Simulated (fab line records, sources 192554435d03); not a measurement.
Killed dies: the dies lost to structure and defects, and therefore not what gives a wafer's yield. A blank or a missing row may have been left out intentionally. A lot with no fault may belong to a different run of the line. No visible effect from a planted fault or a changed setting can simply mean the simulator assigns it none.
Matching of chambers / flow n5_finfet / 4 sister chambers for N5_BEOL_M0_STRIP_140 on rie_diel-06
The step strips in CF4. 8 wafers are shown with their chamber, then 7 later ones without.

## WAFERS PAIRED WITH THEIR CHAMBERS
wafer=L679.6; chamber=3; drypump_motor_current_A (A)=6.4; throttle_valve_pct (%)=13.57
wafer=L681.2; chamber=0; drypump_motor_current_A (A)=5.1; throttle_valve_pct (%)=13.82
wafer=L681.4; chamber=1; drypump_motor_current_A (A)=5.4; throttle_valve_pct (%)=13.34
wafer=L683.1; chamber=1; drypump_motor_current_A (A)=5.4; throttle_valve_pct (%)=13.35
wafer=L683.2; chamber=0; drypump_motor_current_A (A)=5.0; throttle_valve_pct (%)=13.86
wafer=L683.3; chamber=2; drypump_motor_current_A (A)=5.6; throttle_valve_pct (%)=13.27
wafer=L687.2; chamber=2; drypump_motor_current_A (A)=5.6; throttle_valve_pct (%)=13.30
wafer=L687.5; chamber=3; drypump_motor_current_A (A)=6.4; throttle_valve_pct (%)=13.60

## WAFERS MISSING THEIR CHAMBER
wafer=L687.6; drypump_motor_current_A (A)=5.7; throttle_valve_pct (%)=13.29
wafer=L689.1; drypump_motor_current_A (A)=6.4; throttle_valve_pct (%)=13.62
wafer=L689.2; drypump_motor_current_A (A)=5.6; throttle_valve_pct (%)=13.32
wafer=L689.6; drypump_motor_current_A (A)=5.1; throttle_valve_pct (%)=13.88
wafer=L690.1; drypump_motor_current_A (A)=5.6; throttle_valve_pct (%)=13.29
wafer=L690.2; drypump_motor_current_A (A)=5.4; throttle_valve_pct (%)=13.41
wafer=L690.4; drypump_motor_current_A (A)=6.4; throttle_valve_pct (%)=13.63

## WHICH CHAMBER EACH ONE RAN IN
wafer=L687.6; from the rows above=2; in truth=2
wafer=L689.1; from the rows above=3; in truth=3
wafer=L689.2; from the rows above=2; in truth=2
wafer=L689.6; from the rows above=0; in truth=0
wafer=L690.1; from the rows above=2; in truth=2
wafer=L690.2; from the rows above=1; in truth=1
wafer=L690.4; from the rows above=3; in truth=3
7 of 7 placed correctly. Left unplaced by these rows: 0. 0 placed wrongly.
How it was worked out, from the rows above alone: a wafer's distance from a chamber is the root of the sum, over the readings, of the square of ((its reading less the chamber's mean) divided by the reading's scatter). If the next closest chamber is less than 2 further off than the closest, the wafer can't be placed; otherwise it belongs to the closest. Each chamber's mean is taken over the wafers shown for it. The scatter: take each reading less its chamber's mean, square it, sum over the shown wafers, divide by the number of wafers less the number of chambers, and take the root.
